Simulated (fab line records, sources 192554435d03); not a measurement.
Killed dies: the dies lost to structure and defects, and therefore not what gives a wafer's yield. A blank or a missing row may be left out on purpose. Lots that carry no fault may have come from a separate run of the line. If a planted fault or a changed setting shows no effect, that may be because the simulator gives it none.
One fault through the eyes of 2 desks + flow n5Finfet + each desk has only its own numbers; what lay behind them comes last

## DESK OF THE TOOL OWNER: aldMetal-02
The tool's own readings at N5_HKMG_FIN_ALD_21 (deposits TiN, target thk 1.5 nm, pulse time 1 s, purge time 3 s): means of the sampled wafers that have a number, for each lot that ran on this tool. If a lot's mean is further than 4 standard deviations from the usual mean, the lot is out of limits and carries the mark OUT (the distance appears in the brackets).
Columns: A = heaterPowerW at N5_HKMG_FIN_ALD_21, usual 883 W; B = precursorPulseHeightRel at N5_HKMG_FIN_ALD_21, usual 1.001
| lot  | first seen here | A   | B     |
|------|-----------------|-----|-------|
| L779 | day 4 19:13     | 893 | 1.006 |
| L781 | day 5 07:37     | 976 | 1.012 |
| L786 | day 6 13:17     | 891 | 1.003 |
| L795 | day 8 19:26     | 952 | 0.999 |
| L796 | day 8 21:59     | 925 | 0.989 |
Finding of this desk: none of the 5 lots has anything out of limits.

## FROM THE METROLOGY DESK
What the gauges read, lot by lot, whatever tool the lot ran on: means of the sampled wafers that have a number. If a lot's mean is further than 4 standard deviations from the usual mean, the lot is out of limits and carries the mark OUT (the distance appears in the brackets). Of its 11 readings 7 are shown: those that lie furthest out on some lot.
Columns: A = NWFM_OVL at N5_HKMG_FIN_OVL_MEAS_13, usual 0.1 nm; B = DIBL_N at N5_BEOL_M4_RC_MEAS_101, usual 36.5 mV/V; C = DIBL_P at N5_BEOL_M4_RC_MEAS_101, usual 36.5 mV/V; D = IOFF_P at N5_BEOL_M4_RC_MEAS_101, usual 0.22 nA/um; E = ION_N at N5_BEOL_M4_RC_MEAS_101, usual 677 uA/um; F = ION_P at N5_BEOL_M4_RC_MEAS_101, usual 463 uA/um; G = VT_P at N5_BEOL_M4_RC_MEAS_101, usual -250 mV
| lot  | first seen here | A    | B    | C    | D    | E   | F   | G    |
|------|-----------------|------|------|------|------|-----|-----|------|
| L777 | day 4 02:52     | -0.2 | 34.3 | 33.3 | 0.17 | 662 | 450 | -254 |
| L779 | day 4 15:40     | 0.1  | 35.6 | 37.6 | 0.19 | 679 | 459 | -253 |
| L781 | day 5 04:23     | 0.0  | 37.4 | 37.3 | 0.22 | 679 | 467 | -249 |
| L782 | day 5 10:10     | -0.3 | 36.4 | 36.2 | 0.22 | 685 | 471 | -247 |
| L786 | day 6 09:52     | -0.4 | 35.4 | 35.6 | 0.23 | 672 | 466 | -247 |
| L795 | day 8 15:50     | 0.8  | 37.4 | 37.5 | 0.22 | 673 | 463 | -250 |
| L796 | day 8 18:09     | -0.8 | 36.7 | 37.5 | 0.29 | 691 | 478 | -242 |
| L797 | day 9 05:59     | -0.3 | 34.8 | 36.3 | 0.19 | 677 | 465 | -251 |
| L798 | day 9 11:23     | 0.1  | 34.7 | 34.5 | 0.20 | 656 | 460 | -250 |
| L799 | day 9 16:53     | -0.6 | 37.0 | 37.6 | 0.25 | 681 | 471 | -246 |
Finding of this desk: none of the 10 lots has anything out of limits.

## TAKEN TOGETHER
Nothing out of limits was seen by the tool owner's desk.
From the metrology desk's view, nothing was out of limits.

## WHAT THE SIMULATOR HAD INSERTED
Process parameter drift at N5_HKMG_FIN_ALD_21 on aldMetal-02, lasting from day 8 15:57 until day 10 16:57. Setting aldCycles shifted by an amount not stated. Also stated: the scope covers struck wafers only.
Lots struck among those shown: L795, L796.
